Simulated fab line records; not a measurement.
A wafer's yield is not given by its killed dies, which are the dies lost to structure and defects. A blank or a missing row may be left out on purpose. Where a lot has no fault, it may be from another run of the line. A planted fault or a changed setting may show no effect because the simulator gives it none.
Matching of chambers    flow n5Finfet    rieDiel-06 running N5_MOL_CONTACT_COAG_VIA_ETCH_117: 4 sister chambers
The step etches SiO2 in C4F6/O2, target depth 40 nm, overetch 8 nm, time 26 s. 4 wafers are shown with their chamber, then 10 later ones without.

WAFERS WITH THEIR CHAMBER
wafer   chamber  drypumpMotorCurrentA (A)
L090.3  0        6.2
L090.5  1        4.9
L092.1  2        5.4
L092.2  3        6.6

WAFERS WHOSE CHAMBER IS MISSING
wafer   drypumpMotorCurrentA (A)
L092.3  4.8
L095.2  6.2
L095.3  5.4
L095.4  6.2
L097.2  5.5
L097.4  6.6
L097.5  4.9
L096.1  6.7
L096.2  4.8
L096.4  6.2

WHICH CHAMBER EACH ONE RAN IN
wafer   from the rows above  in truth
L092.3  1                    1
L095.2  0                    0
L095.3  2                    2
L095.4  0                    0
L097.2  2                    2
L097.4  3                    3
L097.5  1                    1
L096.1  3                    3
L096.2  1                    1
L096.4  0                    0
Correct placement for 10 of the 10. Can't be placed from these rows: 0. 0 placed wrongly.
How it was worked out, from the rows above alone: a wafer's distance from a chamber is the root of the sum, over the readings, of the square of ((its reading less the chamber's mean) divided by the reading's scatter). The wafer belongs to the nearest chamber; if the next one is less than 2 further off, it can't be placed. For every chamber, the mean is computed from those of its wafers that are shown. The scatter: with one shown wafer a chamber, the root of the mean of the squares of how far each hidden wafer lies from its nearest shown one.
